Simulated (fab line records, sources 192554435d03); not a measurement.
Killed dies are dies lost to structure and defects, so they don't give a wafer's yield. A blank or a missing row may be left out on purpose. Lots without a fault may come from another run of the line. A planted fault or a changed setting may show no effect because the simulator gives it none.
Which tool did it? | flow n5_finfet | 24 lots, 72 wafers sampled, at 5 steps of a route of 1938

WHAT THE GAUGES READ, wafer by wafer
N5_FIN_CUT_OVL_MEAS_09. Usual: FIN_CUT_OVL -0.2 nm, standard deviation 0.63.
lot  | measured    | on         | FIN_CUT_OVL (nm) | flag
L074 | day 2 02:26 | overlay-01 | -1.0 -0.3 -0.2   |
L075 | day 2 08:28 | overlay-01 | 0.1 -0.7 -0.2    |
L076 | day 2 14:56 | overlay-01 | 0.0 -1.1 -0.3    |
L077 | day 2 21:07 | overlay-02 | -0.2 -0.7 -1.1   |
L078 | day 3 02:24 | overlay-02 | 0.4 0.3 0.2      |
L079 | day 3 08:04 | overlay-02 | -0.5 -0.2 -0.1   |
L080 | day 3 15:11 | overlay-01 | 0.4 -0.1 -1.0    |
L081 | day 3 20:01 | overlay-01 | -0.8 -0.2 -1.0   |
L082 | day 4 02:13 | overlay-02 | -0.6 -0.9 -0.6   |
L083 | day 4 08:30 | overlay-01 | -0.5 -0.6 -1.0   |
L084 | day 4 13:55 | overlay-02 | -0.6 -0.7 -0.1   |
L085 | day 4 20:35 | overlay-01 | -0.5 0.0 0.3     |
L086 | day 5 03:04 | overlay-02 | -0.9 -1.3 -0.8   |
L087 | day 5 09:31 | overlay-01 | -1.7 -0.6 -0.7   |
L088 | day 5 14:19 | overlay-01 | 0.6 1.2 0.5      |
L089 | day 5 22:23 | overlay-01 | 0.8 0.8 0.1      |
L090 | day 6 04:35 | overlay-01 | 0.3 0.3 0.1      |
L091 | day 6 08:14 | overlay-01 | -0.4 -0.8 -0.5   |
L093 | day 6 23:38 | overlay-01 | -0.4 -0.6 -0.1   |
L092 | day 7 00:20 | overlay-02 | -0.3 0.3 -0.4    |
L094 | day 7 03:40 | overlay-02 | -1.1 -0.7 -1.0   |
L095 | day 7 08:22 | overlay-01 | -0.6 -1.0 -0.4   |
L096 | day 7 15:00 | overlay-01 | 0.1 0.9 0.1      |
L097 | day 7 20:37 | overlay-01 | 1.1 0.3 0.5      |

N5_DUMMY_GATE_CD_MEAS_24: target cd 15 nm. Usual: cd_nm 15.0 nm, standard deviation 0.35.
lot  | measured    | on        | cd_nm (nm)     | flag
L074 | day 2 22:27 | cd_sem-02 | 15.4 14.6 14.9 |
L075 | day 3 04:02 | cd_sem-03 | 15.1 15.1 14.6 |
L076 | day 3 12:53 | cd_sem-03 | 14.6 14.7 14.6 |
L077 | day 3 17:07 | cd_sem-02 | 14.8 15.0 14.5 |
L078 | day 3 22:23 | cd_sem-03 | 15.0 14.4 15.0 |
L079 | day 4 05:30 | cd_sem-01 | 14.9 15.0 15.3 |
L080 | day 4 13:14 | cd_sem-02 | 14.5 14.7 14.1 |
L081 | day 4 19:20 | cd_sem-02 | 15.2 14.6 14.9 |
L082 | day 4 22:11 | cd_sem-01 | 14.6 14.7 14.9 |
L083 | day 5 05:41 | cd_sem-03 | 14.5 14.6 14.7 |
L084 | day 5 09:35 | cd_sem-01 | 14.5 14.8 15.8 |
L085 | day 5 16:07 | cd_sem-03 | 15.1 14.9 14.6 |
L086 | day 5 22:55 | cd_sem-02 | 15.7 15.0 14.7 |
L087 | day 6 04:47 | cd_sem-02 | 14.7 15.1 14.9 |
L088 | day 6 10:46 | cd_sem-03 | 15.0 14.4 14.6 |
L089 | day 6 19:06 | cd_sem-02 | 15.0 15.0 14.8 |
L090 | day 7 00:44 | cd_sem-03 | 14.8 15.7 15.1 |
L091 | day 7 06:47 | cd_sem-03 | 15.1 14.9 14.9 |
L093 | day 7 19:03 | cd_sem-02 | 15.0 15.2 15.0 |
L092 | day 7 23:06 | cd_sem-01 | 15.2 15.2 15.2 |
L094 | day 8 02:39 | cd_sem-01 | 14.7 14.7 14.5 |
L095 | day 8 04:51 | cd_sem-02 | 15.4 14.6 15.5 |
L096 | day 8 10:49 | cd_sem-01 | 15.2 15.5 15.2 |
L097 | day 8 16:17 | cd_sem-01 | 15.0 15.2 14.7 |

WHICH TOOL RAN EACH LOT (tool, then ch and the chambers of the sampled wafers, then the start)
lot  | N5_FIN_CUT_DESCUM_13              | N5_FIN_CUT_STRIP_22               | N5_STI_FIN_REVEAL_OXIDATION_33
L074 | rie_diel-03 ch 0,1,3, day 2 02:49 | rie_diel-03 ch 1,2,3, day 2 03:34 | plasma_asher-01 ch 0,1, day 2 12:41
L075 | rie_diel-01 ch 1,2, day 2 08:34   | rie_diel-03 ch 0,2,3, day 2 09:19 | plasma_asher-02 ch 0,1, day 2 18:10
L076 | rie_diel-03 ch 1,2,3, day 2 15:02 | rie_diel-03 ch 1,2, day 2 15:55   | plasma_asher-01 ch 0,1, day 3 01:48
L077 | rie_diel-01 ch 1,2,3, day 2 21:13 | rie_diel-06 ch 0,1,3, day 2 21:58 | plasma_asher-01 ch 0,1, day 3 07:01
L078 | rie_diel-03 ch 1,2, day 3 02:29   | rie_diel-03 ch 1,2,3, day 3 03:15 | plasma_asher-01 ch 0,1, day 3 12:29
L079 | rie_diel-06 ch 0,1,2, day 3 08:11 | rie_diel-06 ch 0,2, day 3 08:56   | plasma_asher-01 ch 0,1, day 3 17:47
L080 | rie_diel-01 ch 0,1,3, day 3 15:17 | rie_diel-03 ch 1,2, day 3 16:13   | plasma_asher-02 ch 1, day 4 01:10
L081 | rie_diel-03 ch 1,2,3, day 3 20:05 | rie_diel-06 ch 1,3, day 3 20:55   | plasma_asher-01 ch 0,1, day 4 05:39
L082 | rie_diel-06 ch 0,3, day 4 02:24   | rie_diel-03 ch 0,1,2, day 4 03:11 | plasma_asher-02 ch 0,1, day 4 11:48
L083 | rie_diel-06 ch 0,3, day 4 08:35   | rie_diel-06 ch 1,2,3, day 4 09:21 | plasma_asher-01 ch 0, day 4 18:01
L084 | rie_diel-03 ch 2,3, day 4 14:00   | rie_diel-06 ch 0,1,2, day 4 14:45 | plasma_asher-01 ch 0,1, day 4 23:22
L085 | rie_diel-01 ch 0,2,3, day 4 20:40 | rie_diel-01 ch 2,3, day 4 21:28   | plasma_asher-02 ch 0,1, day 5 06:07
L086 | rie_diel-03 ch 0,2,3, day 5 03:10 | rie_diel-01 ch 0,1,2, day 5 03:55 | plasma_asher-01 ch 0,1, day 5 13:02
L087 | rie_diel-01 ch 0,1,2, day 5 09:35 | rie_diel-01 ch 0,2,3, day 5 10:20 | plasma_asher-02 ch 0,1, day 5 18:59
L088 | rie_diel-03 ch 0,2,3, day 5 14:24 | rie_diel-01 ch 1,2,3, day 5 15:09 | plasma_asher-01 ch 0,1, day 5 23:50
L089 | rie_diel-06 ch 2,3, day 5 23:12   | rie_diel-06 ch 0,3, day 5 23:58   | plasma_asher-02 ch 0,1, day 6 09:07
L090 | rie_diel-01 ch 0,2,3, day 6 05:13 | rie_diel-06 ch 0,1,2, day 6 05:58 | plasma_asher-02 ch 0,1, day 6 14:34
L091 | rie_diel-06 ch 1,2,3, day 6 08:27 | rie_diel-06 ch 0,1,2, day 6 09:20 | plasma_asher-02 ch 0,1, day 6 19:39
L093 | rie_diel-03 ch 1,3, day 6 23:44   | rie_diel-06 ch 0,1, day 7 00:29   | plasma_asher-01 ch 0,1, day 7 09:04
L092 | rie_diel-01 ch 1,2,3, day 7 00:25 | rie_diel-01 ch 0,1,3, day 7 01:24 | plasma_asher-01 ch 0,1, day 7 11:41
L094 | rie_diel-06 ch 1,2,3, day 7 04:01 | rie_diel-03 ch 0,3, day 7 04:46   | plasma_asher-02 ch 0,1, day 7 13:34
L095 | rie_diel-03 ch 0,1,2, day 7 08:28 | rie_diel-06 ch 1,2, day 7 09:13   | plasma_asher-01 ch 0,1, day 7 17:53
L096 | rie_diel-01 ch 1,2,3, day 7 15:05 | rie_diel-06 ch 1,3, day 7 15:51   | plasma_asher-02 ch 0, day 8 00:44
L097 | rie_diel-06 ch 2,3, day 7 20:42   | rie_diel-01 ch 0,1,2, day 7 21:28 | plasma_asher-02 ch 0, day 8 06:30
- N5_FIN_CUT_DESCUM_13: chemistry O2, time 7 s.
- N5_FIN_CUT_STRIP_22: strips in N2/H2.
- N5_STI_FIN_REVEAL_OXIDATION_33: chemistry O2 PLASMA REMOTE, time 20 s.

WHAT THE TOOLS THEMSELVES READ (means of the sampled wafers that have a number; where no wafer has one, the mark that the record gives instead)
N5_FIN_CUT_DESCUM_13. Usual: bias_power_w 20.00 W, standard deviation 0.059; drypump_motor_current_A 5.7 A, standard deviation 0.58; oes_product_au 0.77 a.u., standard deviation 0.081; rf_vpp_V 243.6 V, standard deviation 1.3; showerhead_plenum_p_Torr 2.11 Torr, standard deviation 0.061; temp_c 40.00 C, standard deviation 0.11; throttle_valve_pct 20.43 %, standard deviation 0.22.
lot  | tool        | bias_power_w (W) | drypump_motor_current_A (A) | oes_product_au (a.u.) | rf_vpp_V (V) | showerhead_plenum_p_Torr (Torr) | temp_c (C) | throttle_valve_pct (%) | flag
L074 | rie_diel-03 | 20.00            | 5.9                         | 0.70                  | 245.6        | 2.18                            | 39.88      | 20.51                  |
L075 | rie_diel-01 | 19.98            | 5.2                         | 0.78                  | 243.5        | 2.14                            | 40.01      | 20.24                  |
L076 | rie_diel-03 | 19.92            | 5.9                         | 0.70                  | 243.4        | 2.15                            | 40.02      | 20.60                  |
L077 | rie_diel-01 | 19.97            | 5.6                         | 0.79                  | 242.8        | 2.10                            | 39.94      | 20.38                  |
L078 | rie_diel-03 | 20.04            | 6.0                         | 0.68                  | 243.8        | 2.13                            | 40.03      | 20.57                  |
L079 | rie_diel-06 | 19.95            | 5.4                         | 0.73                  | 242.8        | 2.05                            | 39.97      | 20.42                  |
L080 | rie_diel-01 | 19.98            | 5.3                         | 0.77                  | 243.2        | 2.10                            | 40.02      | 20.53                  |
L081 | rie_diel-03 | 19.99            | 5.9                         | 0.70                  | 243.9        | 2.14                            | 39.94      | 20.62                  |
L082 | rie_diel-06 | 20.05            | 6.0                         | 0.80                  | 243.3        | 2.08                            | 40.01      | 20.44                  |
L083 | rie_diel-06 | 20.00            | 5.9                         | 0.81                  | 243.4        | 2.14                            | 40.00      | 20.36                  |
L084 | rie_diel-03 | 20.01            | 6.2                         | 0.71                  | 244.1        | 2.12                            | 39.83      | 20.67                  |
L085 | rie_diel-01 | 20.02            | 5.7                         | 0.79                  | 243.5        | 2.07                            | 39.91      | 20.54                  |
L086 | rie_diel-03 | 19.98            | 6.2                         | 0.70                  | 243.2        | 2.15                            | 39.96      | 20.57                  |
L087 | rie_diel-01 | 20.02            | 5.3                         | 0.78                  | 243.7        | 2.12                            | 40.05      | 20.43                  |
L088 | rie_diel-03 | 19.95            | 6.2                         | 0.69                  | 244.2        | 2.14                            | 40.04      | 20.58                  |
L089 | rie_diel-06 | 20.09            | 5.5                         | 0.86                  | 243.8        | 2.15                            | 39.91      | 20.16                  |
L090 | rie_diel-01 | 20.01            | 5.7                         | 0.78                  | 242.6        | 2.07                            | 40.10      | 20.56                  |
L091 | rie_diel-06 | 20.04            | 5.3                         | 0.83                  | 243.1        | 2.11                            | 40.02      | 20.22                  |
L093 | rie_diel-03 | 20.03            | 5.6                         | 0.88                  | 244.7        | 2.16                            | 40.06      | 20.37                  |
L092 | rie_diel-01 | 19.98            | 5.6                         | 0.76                  | 243.1        | 2.09                            | 40.05      | 20.42                  |
L094 | rie_diel-06 | 20.05            | 5.2                         | 0.82                  | 244.2        | 2.11                            | 40.07      | 20.23                  |
L095 | rie_diel-03 | 20.05            | 6.2                         | 0.76                  | 243.2        | 2.13                            | 40.09      | 20.41                  |
L096 | rie_diel-01 | 20.03            | 5.6                         | 0.75                  | 243.1        | 2.09                            | 39.94      | 20.42                  |
L097 | rie_diel-06 | 19.92            | 5.4                         | 0.84                  | 245.4        | 2.15                            | 40.06      | 20.19                  |

N5_FIN_CUT_STRIP_22. Usual: bias_power_w 8.001 W, standard deviation 0.022; drypump_motor_current_A 5.7 A, standard deviation 0.56; oes_product_au 0.77 a.u., standard deviation 0.076; power_w 500.0 W, standard deviation 1.5; rf_vpp_V 54.2 V, standard deviation 2.5; showerhead_plenum_p_Torr 3.37 Torr, standard deviation 0.11; temp_c 40.01 C, standard deviation 0.12; throttle_valve_pct 18.90 %, standard deviation 0.26.
lot  | tool        | bias_power_w (W) | drypump_motor_current_A (A) | oes_product_au (a.u.) | power_w (W) | rf_vpp_V (V) | showerhead_plenum_p_Torr (Torr) | temp_c (C) | throttle_valve_pct (%) | flag
L074 | rie_diel-03 | 8.000            | 5.9                         | 0.70                  | 500.7       | 53.6         | 3.42                            | 40.00      | 18.96                  |
L075 | rie_diel-03 | 8.010            | 6.2                         | 0.72                  | 500.1       | 54.3         | 3.43                            | 39.93      | 19.04                  |
L076 | rie_diel-03 | 7.988            | 6.0                         | 0.68                  | 499.9       | 52.2         | 3.41                            | 40.11      | 19.05                  |
L077 | rie_diel-06 | 7.999            | 5.7                         | 0.80                  | 499.2       | 56.2         | 3.36                            | 40.04      | 18.73                  |
L078 | rie_diel-03 | 8.000            | 5.9                         | 0.69                  | 499.3       | 55.8         | 3.42                            | 40.04      | 18.98                  |
L079 | rie_diel-06 | 8.002            | 5.9                         | 0.74                  | 498.6       | 52.3         | 3.24                            | 39.90      | 18.98                  |
L080 | rie_diel-03 | 7.994            | 6.3                         | 0.69                  | 501.5       | 54.1         | 3.36                            | 39.96      | 18.88                  |
L081 | rie_diel-06 | 8.003            | 5.3                         | 0.78                  | 500.3       | 55.6         | 3.40                            | 39.93      | 18.60                  |
L082 | rie_diel-03 | 8.022            | 6.3                         | 0.68                  | 499.7       | 56.0         | 3.42                            | 40.00      | 19.14                  |
L083 | rie_diel-06 | 7.992            | 5.3                         | 0.86                  | 500.2       | 53.8         | 3.38                            | 40.06      | 18.57                  |
L084 | rie_diel-06 | 8.013            | 5.4                         | 0.85                  | 500.0       | 54.4         | 3.28                            | 40.00      | 18.69                  |
L085 | rie_diel-01 | 7.972            | 6.0                         | 0.80                  | 500.1       | 54.1         | 3.34                            | 39.91      | 19.04                  |
L086 | rie_diel-01 | 8.018            | 5.3                         | 0.78                  | 500.2       | 54.3         | 3.41                            | 40.11      | 18.93                  |
L087 | rie_diel-01 | 8.016            | 5.7                         | 0.79                  | 499.1       | 54.6         | 3.33                            | 39.99      | 19.09                  |
L088 | rie_diel-01 | 7.991            | 5.6                         | 0.78                  | 498.9       | 55.0         | 3.37                            | 40.08      | 18.96                  |
L089 | rie_diel-06 | 7.972            | 5.9                         | 0.79                  | 501.5       | 55.5         | 3.41                            | 40.08      | 18.80                  |
L090 | rie_diel-06 | 7.983            | 5.5                         | 0.81                  | 501.1       | 53.1         | 3.27                            | 39.96      | 18.70                  |
L091 | rie_diel-06 | 7.991            | 5.5                         | 0.81                  | 500.0       | 51.8         | 3.28                            | 40.13      | 18.72                  |
L093 | rie_diel-06 | 8.024            | 5.9                         | 0.75                  | 498.4       | 56.6         | 3.24                            | 40.15      | 18.87                  |
L092 | rie_diel-01 | 7.987            | 5.3                         | 0.75                  | 500.7       | 54.2         | 3.35                            | 40.09      | 18.98                  |
L094 | rie_diel-03 | 8.010            | 5.8                         | 0.70                  | 501.0       | 53.0         | 3.47                            | 40.03      | 19.23                  |
L095 | rie_diel-06 | 8.003            | 5.1                         | 0.79                  | 499.4       | 54.4         | 3.31                            | 39.95      | 18.62                  |
L096 | rie_diel-06 | 7.987            | 5.5                         | 0.78                  | 501.4       | 55.1         | 3.44                            | 39.99      | 18.67                  |
L097 | rie_diel-01 | 8.003            | 5.4                         | 0.76                  | 500.8       | 53.5         | 3.40                            | 40.01      | 18.98                  |

N5_STI_FIN_REVEAL_OXIDATION_33. Usual: drypump_motor_current_A 5.8 A, standard deviation 0.56; heater_power_w 156 W, standard deviation 20; temp_c 149.99 C, standard deviation 0.17.
lot  | tool            | drypump_motor_current_A (A) | heater_power_w (W) | temp_c (C) | flag
L074 | plasma_asher-01 | 5.3                         | 137                | 150.08     |
L075 | plasma_asher-02 | 5.9                         | 173                | 150.06     |
L076 | plasma_asher-01 | 5.3                         | 137                | 149.89     |
L077 | plasma_asher-01 | 5.3                         | 137                | 149.80     |
L078 | plasma_asher-01 | 5.8                         | 143                | 149.94     |
L079 | plasma_asher-01 | 5.3                         | 136                | 149.99     |
L080 | plasma_asher-02 | 6.4                         | 184                | 149.73     |
L081 | plasma_asher-01 | 5.4                         | 138                | 149.97     |
L082 | plasma_asher-02 | 6.1                         | 177                | 150.02     |
L083 | plasma_asher-01 | 6.2                         | 147                | 150.01     |
L084 | plasma_asher-01 | 5.4                         | 137                | 150.04     |
L085 | plasma_asher-02 | 6.2                         | 179                | 149.87     |
L086 | plasma_asher-01 | 5.3                         | 136                | 149.98     |
L087 | plasma_asher-02 | 6.2                         | 179                | 150.02     |
L088 | plasma_asher-01 | 5.4                         | 136                | 150.23     |
L089 | plasma_asher-02 | 6.2                         | 180                | 149.98     |
L090 | plasma_asher-02 | 6.1                         | 182                | 149.98     |
L091 | plasma_asher-02 | 6.2                         | 181                | 150.02     |
L093 | plasma_asher-01 | 5.4                         | 137                | 149.91     |
L092 | plasma_asher-01 | 5.8                         | 141                | 150.07     |
L094 | plasma_asher-02 | 6.1                         | 178                | 150.30     |
L095 | plasma_asher-01 | 5.3                         | 135                | 149.85     |
L096 | plasma_asher-02 | 5.7                         | 167                | 149.94     |
L097 | plasma_asher-02 | 5.7                         | 166                | 150.15     |

THE ANSWER, worked out from the rows above alone
Rule: a lot is off if the mean of its wafers that have a number lies more than 3 standard deviations from the usual mean. A lot without any number at a reading at which 4 lots or more have one is off too. The other lots that the step has rows for count as sound. The gauges are gone through in route order, then the tools' own readings, and for those a lot's mean is taken as printed above. The first step at which some lot is off is used, and at that step the reading that is off furthest; a lot without a number counts as furthest.
No lot is off at any reading shown: from this, nothing can be told.

WHAT THE SIMULATOR HAD PUT IN
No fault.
